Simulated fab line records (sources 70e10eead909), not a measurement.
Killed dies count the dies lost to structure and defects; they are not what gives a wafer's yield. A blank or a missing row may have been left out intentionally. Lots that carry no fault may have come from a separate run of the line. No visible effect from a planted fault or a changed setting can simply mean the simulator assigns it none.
Which of the tools did it? ; flow nand harc ; Sampling: 11 lots, 33 wafers, 2 of 1302 route steps

## WHAT EACH GAUGE READ, for each wafer
NHARC_P_ZERO_WELL_CD_MEAS_37: the cd target is 720 nm.
lot;measured;on;cd nm (nm)
L755;day 2 19:58;cd sem-01;717.7 717.4 717.5
L757;day 3 16:19;cd sem-01;744.6 760.3 805.7
L758;day 4 02:29;cd sem-01;720.2 721.6 719.5
L759;day 4 12:15;cd sem-01;797.0 739.5 745.2
L766;day 7 10:11;cd sem-02;717.0 717.4 718.7
L767;day 7 20:07;cd sem-02;722.2 716.8 718.8
L768;day 8 06:07;cd sem-01;716.8 718.7 721.8
L769;day 8 16:06;cd sem-03;717.3 715.4 717.4
L770;day 9 02:07;cd sem-03;720.6 719.3 720.3
L771;day 9 11:58;cd sem-01;719.0 717.8 716.2
L773;day 10 09:34;cd sem-03;718.4 719.0 721.5

## TOOL THAT RAN EACH LOT (tool first, then ch and the chambers of the sampled wafers, then the start)
lot;NHARC_P_ZERO_WELL_EXPOSE_34
L755;krf scanner-04 ch 0, day 2 19:49
L757;krf scanner-04 ch 0, day 3 16:10
L758;krf scanner-02 ch 0, day 4 02:19
L759;krf scanner-04 ch 0, day 4 12:05
L766;krf scanner-04 ch 0, day 7 10:02
L767;krf scanner-04 ch 0, day 7 19:58
L768;krf scanner-03 ch 0, day 8 05:57
L769;krf scanner-02 ch 0, day 8 15:56
L770;krf scanner-04 ch 0, day 9 01:58
L771;krf scanner-03 ch 0, day 9 11:49
L773;krf scanner-04 ch 0, day 10 09:25
- NHARC_P_ZERO_WELL_EXPOSE_34: exposes mask P PWELL, target cd 720 nm.

## THE ANSWER, worked out from the rows above alone
Rule: usual is defined by the lots themselves. The widest of any qualifying gaps counts: lots, ordered by their means at a reading, are off when they make up no more than a third of the lots, leave a main group of 4 or more, and stand apart from it by 3 or more times the standard deviation of that group's means. If all means in a main group match to the digits the tables above print for the reading, that group is not used. Also off: a lot with no number at a reading for which 4 or more lots have one. Any other lot the step has rows for is counted as sound.
Off at NHARC_P_ZERO_WELL_CD_MEAS_37 (cd nm): L757, L759. The main group has a mean of 718.7 nm with a standard deviation of 1.2.
If a tool, at a process step before that reading, ran all the lots that are off and no sound lot after the first of them, it fits. The gauges at NHARC_P_ZERO_WELL_CD_MEAS_37 are tried like those tools. No candidate that was tried fits.

## WHAT THE SIMULATOR HAD PUT IN
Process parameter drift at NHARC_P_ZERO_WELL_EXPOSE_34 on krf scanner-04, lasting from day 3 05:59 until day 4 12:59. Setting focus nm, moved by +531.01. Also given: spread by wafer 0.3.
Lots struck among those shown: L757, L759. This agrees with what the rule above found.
